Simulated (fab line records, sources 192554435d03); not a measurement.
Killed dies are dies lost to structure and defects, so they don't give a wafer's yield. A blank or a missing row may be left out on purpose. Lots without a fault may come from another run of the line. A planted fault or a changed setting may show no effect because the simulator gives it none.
Chamber matching | flow n5_finfet | N5_BEOL_M6_ETCH_61 on rie_diel-05: 4 sister chambers
The step etches SiARC in CF4, target depth 45.5 nm, time 75.8 s. 4 wafers are shown with their chamber, then 7 later ones without.

WAFERS WITH THEIR CHAMBER
wafer  | chamber | showerhead_plenum_p_Torr (Torr)
L080.2 | 3       | 2.19
L080.6 | 0       | 2.21
L091.3 | 1       | 1.97
L091.4 | 2       | 2.26

WAFERS WITHOUT THEIR CHAMBER
wafer  | showerhead_plenum_p_Torr (Torr)
L091.5 | 1.97
L093.3 | 1.97
L093.5 | 2.20
L093.6 | 1.97
L095.2 | 2.18
L095.5 | 2.26
L095.6 | 1.97

WHICH CHAMBER EACH WENT THROUGH
wafer  | from the rows above     | in truth
L091.5 | 1                       | 1
L093.3 | 1                       | 1
L093.5 | can't be placed: 0 or 3 | 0
L093.6 | 1                       | 1
L095.2 | 3                       | 3
L095.5 | 2                       | 2
L095.6 | 1                       | 1
Placed correctly: 6 of 7. Can't be placed from these rows: 1 (the true chamber is among the candidates in 1). Placed wrongly: 0.
How it was worked out, from the rows above alone: a wafer's distance from a chamber is the root of the sum, over the readings, of the square of ((its reading less the chamber's mean) divided by the reading's scatter). The wafer belongs to the nearest chamber; if the next one is less than 2 further off, it can't be placed. A chamber's mean is the mean of its shown wafers. The scatter: with one shown wafer a chamber, the root of the mean of the squares of how far each hidden wafer lies from its nearest shown one.
